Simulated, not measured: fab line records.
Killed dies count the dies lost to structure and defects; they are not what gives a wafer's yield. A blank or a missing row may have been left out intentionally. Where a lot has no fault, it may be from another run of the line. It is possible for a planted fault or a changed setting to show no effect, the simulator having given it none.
Lot-split experiment ; flow n5 finfet ; 21 wafers read across 7 lots, on a route 1938 steps long

THE SPLIT ITSELF
At N5_BEOL_M14_ILD_DEP_00 (deposits SiO2 from TEOS/O2, target thk 1119.3 nm, time 237.4 s), the setting time s was moved away from the recipe's 237.4 s on 10 of the 21 wafers read, by -6.6% to +13.4%. This setting was run at the recipe's value on the other wafers.

The file shows no step between the split and the reading.

THE READING
Values of M14_ILD_THK in nm from N5_BEOL_M14_THK_MEAS_01. Fault-free wafers of this fab line usually give 1120 nm, standard deviation 14 nm.

wafer;tool, chamber at the split;time s as run, s;against the recipe;M14_ILD_THK, nm;against lot-mates on the recipe
L078.1;pecvd-02, 0;237.4;recipe;1119;-
L078.2;pecvd-02, 1;250.7;+5.6%;1175;+56
L078.3;pecvd-02, 2;250.7;+5.6%;1181;+62
L079.1;pecvd-02, 1;224;-5.6%;1062;-86
L079.3;pecvd-02, 0;224;-5.6%;1061;-87
L079.4;pecvd-02, 0;237.4;recipe;1148;-
L081.2;pecvd-04, 1;237.4;recipe;1109;-
L081.5;pecvd-04, 0;237.4;recipe;1142;-
L081.6;pecvd-04, 1;237.4;recipe;1123;-
L085.2;pecvd-03, 1;221.7;-6.6%;1055;no lot-mate on the recipe
L085.4;pecvd-03, 0;221.7;-6.6%;1047;no lot-mate on the recipe
L085.6;pecvd-03, 2;221.7;-6.6%;1051;no lot-mate on the recipe
L087.1;pecvd-03, 0;237.4;recipe;1114;-
L087.2;pecvd-03, 2;237.4;recipe;1106;-
L087.4;pecvd-03, 0;237.4;recipe;1142;-
L091.1;pecvd-02, 2;269.1;+13.4%;1280;no lot-mate on the recipe
L091.2;pecvd-02, 0;269.1;+13.4%;1274;no lot-mate on the recipe
L091.4;pecvd-02, 0;269.1;+13.4%;1293;no lot-mate on the recipe
L097.1;pecvd-04, 2;237.4;recipe;1092;-
L097.2;pecvd-04, 0;237.4;recipe;1094;-
L097.4;pecvd-04, 1;237.4;recipe;1115;-

FIT RESULTS
A straight line over all 21 wafers: M14_ILD_THK changes by +11.5 nm for each +1% of time s; r = +0.98; the points scatter about the line by 15 nm.
The same after taking each lot's own level away (the mean of its wafers on the recipe; 15 wafers): +12.9 nm for each +1%; r = +0.95; scatter 13 nm.
The reading moves by 1.7e+02 nm for the largest change in time s, on that fit.
Measured against the standard deviation above, the lots' own levels, which go from 1100.3 to 1148.0 nm, span 3.4 times it.
Hence the slope depends on the lot-to-lot level, as the two fits are not the same.
Check: -72.3 nm against its lot-mates is what the line predicts for one of the wafers moved furthest among these (-5.6%) when that wafer is left out of the fit. It came out at -86 nm against them.

ADDITIONAL SPLITS CARRIED BY THESE WAFERS
These wafers also went through other splits before the reading. Each is held against what the fit with the lots' levels taken away leaves over:
other split on the same wafers;wafers away from the commonest value;r with M14_ILD_THK (lot level and that fit taken away)
N5_BEOL_M10_EXPOSE_25 dose mj;7;-0.18
N5_BEOL_M11_ETCH_62 time s;8;+0.40
N5_BEOL_M11_COAT_63 spin rpm;7;-0.07
N5_BEOL_M11_ETCH_41 time s;8;+0.01
N5_BEOL_M12_COAT_22 spin rpm;5;-0.06

THE WHOLE CHAIN: every reading that the file lists as answering this split, in the file's order
step;what it does;reading;change (the file's fit);r (the file's)
N5_BEOL_M14_ILD_DEP_00;deposits SiO2 from TEOS/O2, target thk 1119.3 nm, time 237.4 s;SiO2_of_BEOL_M14_ILD_DEP_00.thk nm (the simulator's own value, which no gauge read);+13.1 nm for each +1% of the setting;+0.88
N5_BEOL_M14_THK_MEAS_01;;M14_ILD_THK;+13 for each +1% of the setting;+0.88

FILE'S OWN FIT
M14_ILD_THK changes by +13 nm for each +1% of time s, r = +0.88.
